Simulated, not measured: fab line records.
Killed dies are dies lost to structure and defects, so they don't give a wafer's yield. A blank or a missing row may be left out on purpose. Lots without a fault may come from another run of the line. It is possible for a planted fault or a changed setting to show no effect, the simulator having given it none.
Split-lot study ; flow n5 finfet ; 21 wafers read across 7 lots, on a route 1938 steps long

== ABOUT THE SPLIT ==
At N5_FIN_CUT_COAT_19 (time 60 s, resist thk 20 nm), the setting spin rpm was moved away from the recipe's 1500 rpm on 7 of the 21 wafers read, by +3.6% to +8.6%. For the rest of the wafers, this setting stayed at what the recipe calls for.

== FROM THE SPLIT TO THE READING: what the file shows between them, 4 steps ==
- N5_FIN_CUT_COAT_29: time 60 s, resist thk 10 nm
- N5_FIN_CUT_COAT_02: resist thk 30 nm
- N5_FIN_CUT_DESCUM_13: chemistry O2, time 7 s
- N5_FIN_CUT_ETCH_30: etches underlayer in N2/H2, target depth 13 nm, time 10.4 s

== THE READING ==
etch.depth nm (the simulator's own value, which no gauge read), in nm, at N5_FIN_CUT_ETCH_20 (etches SiARC in CF4, target depth 26 nm, time 43.3 s). No usual value for it is given in the file. Average 20.00 nm, standard deviation 0.046 nm, over the 14 wafers here run with the recipe.

wafer;tool, chamber at the split;spin rpm as run, rpm;against the recipe;etch.depth nm, nm;against lot-mates on the recipe
L074.2;litho track-03, 0;1500;recipe;19.96;-
L074.4;litho track-03, 0;1604;+6.9%;19.37;-0.64
L074.6;litho track-03, 0;1500;recipe;20.07;-
L076.1;litho track-01, 0;1500;recipe;19.99;-
L076.2;litho track-01, 0;1500;recipe;19.99;-
L076.4;litho track-01, 0;1500;recipe;20;-
L077.1;litho track-01, 0;1500;recipe;19.97;-
L077.2;litho track-01, 0;1500;recipe;20;-
L077.6;litho track-01, 0;1500;recipe;19.98;-
L085.1;litho track-01, 0;1624;+8.3%;19.14;-0.79
L085.5;litho track-01, 0;1624;+8.3%;19.21;-0.72
L085.6;litho track-01, 0;1500;recipe;19.93;-
L089.1;litho track-01, 0;1500;recipe;20.09;-
L089.3;litho track-01, 0;1500;recipe;20.07;-
L089.6;litho track-01, 0;1500;recipe;20;-
L095.1;litho track-05, 0;1629;+8.6%;19.14;-0.80
L095.2;litho track-05, 0;1500;recipe;19.94;-
L095.6;litho track-05, 0;1629;+8.6%;19.17;-0.77
L096.1;litho track-01, 0;1554;+3.6%;19.68;-0.34
L096.4;litho track-01, 0;1500;recipe;20.02;-
L096.5;litho track-01, 0;1554;+3.6%;19.69;-0.33

THE FIT
A straight line over all 21 wafers: etch.depth nm changes by -0.0976 nm for each +1% of spin rpm; r = -0.99; the points scatter about the line by 0.045 nm.
The same after taking each lot's own level away (the mean of its wafers on the recipe; 21 wafers): -0.0916 nm for each +1%; r = -1.00; scatter 0.027 nm.
The reading moves by 0.79 nm for the largest change in spin rpm, on that fit.
The lots' own levels span 19.930 to 20.053 nm, that is 2.7 times the standard deviation above.
The two slopes agree, so the slope changes little with the lot-to-lot level.
Check: for one of the wafers moved furthest among these (+8.6%), held out of the fit, the line's prediction against its lot-mates is -0.785 nm. Against them it came out at -0.8 nm.

== FURTHER SPLITS ON THESE WAFERS ==
These wafers also went through other splits before the reading. Each is held against what the fit with the lots' levels taken away leaves over:
other split on the same wafers;wafers away from the commonest value;r with etch.depth nm (lot level and that fit taken away)
N5_WELL_APT_COAT_02 spin rpm;9;+0.00
N5_WELL_APT_EXPOSE_22 dose mj;12;-0.03
N5_WELL_APT_PEB_23 peb time s;2;-0.07
N5_FIN_SAQP_SPACER2_ALD_28 temp c;8;-0.15
N5_FIN_SAQP_FIN_ETCH_36 icp w;8;+0.15

== THE WHOLE CHAIN: every reading that the file lists as answering this split, in the file's order ==
step;what it does;reading;change (the file's fit);r (the file's)
N5_FIN_CUT_COAT_19;time 60 s, resist thk 20 nm;SiARC_of_FIN_CUT_COAT_19.thk nm (the simulator's own value, which no gauge read);-0.0939 nm for each +1% of the setting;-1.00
N5_FIN_CUT_ETCH_20;etches SiARC in CF4, target depth 26 nm, time 43.3 s;etch.depth nm (the simulator's own value, which no gauge read);-0.0917 nm for each +1% of the setting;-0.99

== FILE'S OWN FIT ==
etch.depth nm changes by -0.0917 nm for each +1% of spin rpm, r = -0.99.
